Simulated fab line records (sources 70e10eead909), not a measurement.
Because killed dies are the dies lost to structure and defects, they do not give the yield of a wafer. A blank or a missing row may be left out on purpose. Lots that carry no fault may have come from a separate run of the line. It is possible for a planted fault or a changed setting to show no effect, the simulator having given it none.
Matching of chambers    flow nand_harc    3 sister chambers for NHARC_A_CONTACT_DEP_24 on pecvd-02
The step deposits SiO2, target thk 500 nm. 6 wafers are shown with their chamber, then 7 later ones without.

== EACH WAFER AND ITS CHAMBER ==
wafer   chamber  heater_power_w (W)  heater_power_outer_w (W)
L325.5  0        445                 236
L326.1  1        554                 351
L326.6  0        470                 252
L328.3  1        581                 372
L331.3  2        711                 435
L331.4  2        743                 452

== WAFERS WITHOUT THEIR CHAMBER ==
wafer   heater_power_w (W)  heater_power_outer_w (W)
L331.5  418                 214
L332.1  744                 442
L332.2  409                 211
L332.4  756                 448
L333.3  560                 334
L333.5  426                 213
L333.6  547                 351

== EACH ONE'S CHAMBER ==
wafer   from the rows above  in truth
L331.5  0                    0
L332.1  2                    2
L332.2  0                    0
L332.4  2                    2
L333.3  1                    1
L333.5  0                    0
L333.6  1                    1
7 of 7 placed correctly. From these rows, 0 cannot be placed. 0 placed wrongly.
How it was worked out, from the rows above alone: a wafer's distance from a chamber is the root of the sum, over the readings, of the square of ((its reading less the chamber's mean) divided by the reading's scatter). The wafer belongs to the nearest chamber; if the next one is less than 2 further off, it can't be placed. A chamber's mean is the mean of its shown wafers. The scatter: the root of (the sum of the squares of (reading less its chamber's mean) over the shown wafers, divided by (wafers less chambers)).
